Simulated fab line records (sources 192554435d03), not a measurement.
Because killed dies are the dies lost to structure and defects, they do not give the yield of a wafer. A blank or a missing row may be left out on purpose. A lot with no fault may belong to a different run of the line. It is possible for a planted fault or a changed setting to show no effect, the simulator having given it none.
Split-lot trial | flow n5-finfet | 7 lots, 21 wafers read, on a route of 1938 steps

== SPLIT DETAILS ==
At N5_BEOL_M0_SAQP_SPACER1_ALD_98 (deposits SiO2, target thk 12.8 nm, pulse time 1 s, purge time 2 s), the setting ald-cycles was moved away from the recipe's 138 on 6 of the 21 wafers read, by -15.2% to +15.2%. This setting was run at the recipe's value on the other wafers.

== FROM THE SPLIT TO THE READING: what the file shows between them, 2 steps ==
- N5_BEOL_M0_SAQP_SPACER1_ETCHBACK_99: etches SiO2 in CHF3/O2, target depth 15.4 nm, time 7.7 s
- N5_BEOL_M0_SAQP_MANDREL1_REMOVE_100: chemistry HBr/Cl2/O2, target a-Si, stops on SiNx, bt time 10 s

== THE READING ==
Shown in nm: cd-nm at N5_BEOL_M0_SAQP_CD_MEAS_25, with target cd 13.1 nm. On this fab line, fault-free wafers typically give 12.78 nm with a standard deviation of 0.24 nm.

wafer  | tool, chamber at the split | ald-cycles as run | against the recipe | cd-nm, nm | against lot-mates on the recipe
L074.3 | ald-sin-02, 1,0,3          | 138               | recipe             | 12.69     | -
L074.5 | ald-sin-02, 1,0,3          | 138               | recipe             | 12.27     | -
L074.6 | ald-sin-02, 1,0,3          | 138               | recipe             | 12.67     | -
L081.1 | ald-sin-01, 1              | 138               | recipe             | 12.81     | -
L081.2 | ald-sin-01, 3              | 117               | -15.2%             | 10.42     | -2.39
L081.6 | ald-sin-01, 1              | 117               | -15.2%             | 11.01     | -1.80
L082.2 | ald-sin-02, 2,3            | 138               | recipe             | 12.65     | -
L082.3 | ald-sin-02, 2,3            | 138               | recipe             | 13.00     | -
L082.4 | ald-sin-02, 1              | 146               | +5.8%              | 13.50     | +0.68
L089.2 | ald-sin-03, 1,3,1          | 138               | recipe             | 12.74     | -
L089.4 | ald-sin-03, 1,3,1          | 138               | recipe             | 12.41     | -
L089.6 | ald-sin-03, 1,3,1          | 138               | recipe             | 12.48     | -
L092.1 | ald-sin-02, 2,0            | 124               | -10.1%             | 11.25     | -1.26
L092.3 | ald-sin-02, 2,0            | 124               | -10.1%             | 11.57     | -0.94
L092.5 | ald-sin-02, 2              | 138               | recipe             | 12.51     | -
L093.2 | ald-sin-03, 2,1,0          | 138               | recipe             | 12.88     | -
L093.4 | ald-sin-03, 2,1,0          | 138               | recipe             | 13.21     | -
L093.6 | ald-sin-03, 2,1,0          | 138               | recipe             | 12.77     | -
L096.1 | ald-sin-03, 1,3            | 138               | recipe             | 12.75     | -
L096.5 | ald-sin-03, 1,3            | 138               | recipe             | 12.76     | -
L096.6 | ald-sin-03, 2              | 159               | +15.2%             | 14.39     | +1.64
Where a row lists several chambers, the file gives one row for several wafers and doesn't say which wafer went through which chamber.

THE FIT
A straight line over all 21 wafers: cd-nm changes by +0.125 nm for each +1% of ald-cycles; r = +0.96; the points scatter about the line by 0.24 nm.
The same after taking each lot's own level away (the mean of its wafers on the recipe; 21 wafers): +0.122 nm for each +1%; r = +0.97; scatter 0.2 nm.
The reading moves by 1.9 nm for the largest change in ald-cycles, on that fit.
The span of the lots' own levels, 12.510 to 12.953 nm, comes to 1.8 times the standard deviation stated above.
The two slopes agree, so the slope changes little with the lot-to-lot level.
Check: with one of the wafers moved furthest among these (-15.2%) left out of the fit, the line predicts -1.7 nm for it against its lot-mates. Against them it came out at -2.39 nm.

== THE WHOLE CHAIN: every reading that the file lists as answering this split, in the file's order ==
step                                | what it does                                                      | reading                                                                                     | change (the file's fit)               | r (the file's)
N5_BEOL_M0_SAQP_SPACER1_ALD_98      | deposits SiO2, target thk 12.8 nm, pulse time 1 s, purge time 2 s | SiO2_of_BEOL_M0_SAQP_SPACER1_ALD_98.thk-nm (the simulator's own value, which no gauge read) | +0.128 nm for each +1% of the setting | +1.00
N5_BEOL_M0_SAQP_MANDREL1_REMOVE_100 | chemistry HBr/Cl2/O2, target a-Si, stops on SiNx, bt time 10 s    | BEOL_M0_SAQP.cd-nm (the simulator's own value, which no gauge read)                         | +0.127 nm for each +1% of the setting | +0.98
N5_BEOL_M0_SAQP_CD_MEAS_25          | target cd 13.1 nm                                                 | cd-nm                                                                                       | +0.12 nm for each +1% of the setting  | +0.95

== THE FILE'S OWN FIT ==
cd-nm changes by +0.12 nm for each +1% of ald-cycles, r = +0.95.
